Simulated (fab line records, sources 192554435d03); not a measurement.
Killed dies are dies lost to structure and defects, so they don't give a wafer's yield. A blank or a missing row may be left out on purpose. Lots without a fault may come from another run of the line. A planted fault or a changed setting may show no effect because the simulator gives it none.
Problem report in the 8D (eight disciplines) form, filled by code | flow n5_finfet | the parts of the form that need people (team, actions taken, sign-off) are left out

1. THE PROBLEM
killed_at_M4_up at N5_PASSIVATION_PROBE_49 reads a mean of 108 on 2 wafers of 2 lots; wafers without a fault read 14 with a standard deviation of 5.3. That is +18 standard deviations from the usual mean.
First seen on wafer L569.2, day 16 08:16, on prober-02. The record holds 14 wafers of 5 lots with a number at this step. Rule for "out", or "out of limits": more than 4 standard deviations from the usual mean. The other wafers with a number count as sound.

2. WHAT IT IS AND WHAT IT IS NOT
question                    | is                                                                                                                  | is not
which readings at this step | killed_at_M4_up, defect_limited_yield, killed_dies, killed_on_rim, sort_bin_5_function, sort_n_pass, sort_yield_pct | killed_at_M0_to_M3, killed_at_contacts, killed_at_front_end, killed_at_other, killed_open, killed_short
which lots                  | L569, L572                                                                                                          | L557, L559, L573
which wafers of those lots  | L569.2, L572.3                                                                                                      | L569.6, L572.1, L572.4
read on which tools         | prober-02                                                                                                           | prober-01
when                        | from day 16 08:16                                                                                                   | up to then (6 sound wafers); but 6 sound wafers of L569, L572, L573 came after

3. SUSPECTS, AND WHAT RULES EACH OUT
Counting: a tool at a process step up to the reading stays a suspect if it ran every lot that is out. Sound lots after the first of them don't rule it out here, since some wafers of a struck lot are sound.
- pvd_sputter-03 at N5_BEOL_M7_SPUTTER_48 (material Cu, target thk 10 nm, time 1.667 s): kept. It ran every lot that is out, first L569 (day 13 02:05); its last sound lot up to then is L559 (day 10 06:54).
- rie_diel-01 at N5_MIM_BOT_LITHO_DESCUM_10 (chemistry O2, time 7.9 s): kept. It ran every lot that is out, first L569 (day 15 21:54).
- rie_diel-03 at N5_PASSIVATION_VIA_ETCH_13 (etches SiO2 in CHF3/O2, target depth 660 nm, time 330 s): kept. It ran every lot that is out, first L569 (day 16 01:19).
- prober-02 at N5_PASSIVATION_PROBE_49: kept. It ran every lot that is out, first L569 (day 16 08:16). Its own readings are out on those wafers: defect_limited_yield, killed_at_M4_up, killed_dies, killed_on_rim, sort_bin_5_function, sort_n_pass, sort_yield_pct.
Left after counting: pvd_sputter-03 at N5_BEOL_M7_SPUTTER_48, rie_diel-01 at N5_MIM_BOT_LITHO_DESCUM_10, rie_diel-03 at N5_PASSIVATION_VIA_ETCH_13, prober-02 at N5_PASSIVATION_PROBE_49.

4. THE CAUSE (what the simulator had put in)
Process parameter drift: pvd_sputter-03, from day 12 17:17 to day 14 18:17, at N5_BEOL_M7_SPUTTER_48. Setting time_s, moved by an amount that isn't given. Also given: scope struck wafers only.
Counting left 4 suspects, and this tool is among them.

5. THE CHAIN OF EFFECTS, in route order
Each row: a reading whose mean over the struck wafers that have a number lies more than 3 standard deviations from the usual. Only readings for which the record gives a usual standard deviation are gone through. hours: the time from each lot's start at the first step in this table that gives one to its start at this step, as a median over the lots. sigmas: the change in usual standard deviations.
hours | step                    | reading              | usual  | on struck wafers | change | sigmas
0     | N5_PASSIVATION_PROBE_49 | defect_limited_yield | 91.0 % | 84.2             | -6.8   | -4.6
0     | N5_PASSIVATION_PROBE_49 | killed_at_M4_up      | 14     | 108              | +94    | +18
0     | N5_PASSIVATION_PROBE_49 | killed_dies          | 106    | 187              | +81    | +4.8
0     | N5_PASSIVATION_PROBE_49 | killed_on_rim        | 14     | 34               | +20    | +5.0
0     | N5_PASSIVATION_PROBE_49 | sort_bin_5_function  | 5.2 %  | 9.9              | +4.7   | +4.8
0     | N5_PASSIVATION_PROBE_49 | sort_bin_6_memory    | 3.4 %  | 5.6              | +2.2   | +3.2
0     | N5_PASSIVATION_PROBE_49 | sort_n_pass          | 1074   | 993              | -81    | -4.8
0     | N5_PASSIVATION_PROBE_49 | sort_yield_pct       | 91.0 % | 84.2             | -6.8   | -4.6
The process steps in it:
- N5_PASSIVATION_PROBE_49

6. WHAT WOULD HAVE CAUGHT IT SOONER
In this record the first reading out of limits was taken at day 16 08:16, 87 hours after the fault began at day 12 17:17.
Of the tool readings at N5_BEOL_M7_SPUTTER_48 for which the record gives a usual standard deviation, none was out on any struck wafer, so an alarm limit of 4 standard deviations on them would not have fired.
All the lots that are out (2) had begun N5_BEOL_M7_SPUTTER_48 on pvd_sputter-03 by day 16 08:16. A hold on the tool at that time would have spared none of them.
